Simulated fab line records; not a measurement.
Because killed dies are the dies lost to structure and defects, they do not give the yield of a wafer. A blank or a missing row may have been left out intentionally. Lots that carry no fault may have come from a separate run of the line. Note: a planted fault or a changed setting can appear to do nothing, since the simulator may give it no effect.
Problem report in the 8D (eight disciplines) form, filled by code | flow nand harc | the parts of the form that need people (team, actions taken, sign-off) are left out

1. THE ISSUE
Mean of heater power total W at NHARC_A_M0_PEB_07: 198.0 W across 2 wafers in 2 lots; on wafers with no fault it is 156.6 W (standard deviation 0.42). Relative to the usual mean, that is a shift of +99 standard deviations.
The step: peb time 65 s.
First observed at day 26 02:14: wafer L618.2, on litho track-06. The record holds 38 wafers of 14 lots with a number at this step. Rule for "out" (also "out of limits"): further than 4 standard deviations from the usual mean. The rest of the wafers with a number are treated as sound.

2. WHAT IT IS, AND WHAT IT ISN'T
question                    | is                     | is not
which readings at this step | heater power total W   | -
which lots                  | L618, L620             | L607, L608, L609, L621, L622, L623, L624, L625, L627, L628, L629, L630
which wafers of those lots  | all that have a number | -
read on which tools         | litho track-06         | litho track-01, litho track-04
when                        | from day 26 02:14      | up to then (9 sound wafers); but 27 sound wafers of L621, L622, L623, L624, L625, L627, L628, L629, L630 came after

3. WHAT RULES OUT EACH SUSPECT
Counting: a tool at any process step up to the reading remains a suspect when it ran all the lots that are out and ran no sound lot after the first of those.
- rie diel-13 at NHARC_A_BLC_STRIP_21 (strips in O2): ruled out as a lasting fault. After its first lot that is out, L618 (day 25 23:37), sound lots L623, L624, L628, L630 ran on it.
- litho track-06 at NHARC_A_M0_PEB_07 (peb time 65 s): ruled out as a lasting fault. After its first lot that is out, L618 (day 26 02:14), sound lots L627 ran on it.
Left after counting: nothing in the record.

4. THE CAUSE (what the simulator had put in)
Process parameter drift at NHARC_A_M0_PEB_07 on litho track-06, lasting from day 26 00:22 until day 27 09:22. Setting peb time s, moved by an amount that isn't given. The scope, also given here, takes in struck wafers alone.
Counting ruled it out, wrongly.

5. THE EFFECT CHAIN, in route order
One row per reading whose mean, taken over the struck wafers that have a number, lies over 3 standard deviations from the usual. Readings are gone through only where the record gives a usual standard deviation; hours: the median, over the lots, of the time from a lot's start at the first step in this table giving one to that lot's start at this step; sigmas: the change measured in usual standard deviations.
hours | step              | reading              | usual   | on struck wafers | change | sigmas
0     | NHARC_A_M0_PEB_07 | heater power total W | 156.6 W | 198.0            | +41.4  | +99
Its process steps:
- NHARC_A_M0_PEB_07: peb time 65 s.

6. WHAT WOULD HAVE CAUGHT IT SOONER
In this record the first reading out of limits was taken at day 26 02:14, 2 hours after the fault began at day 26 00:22.
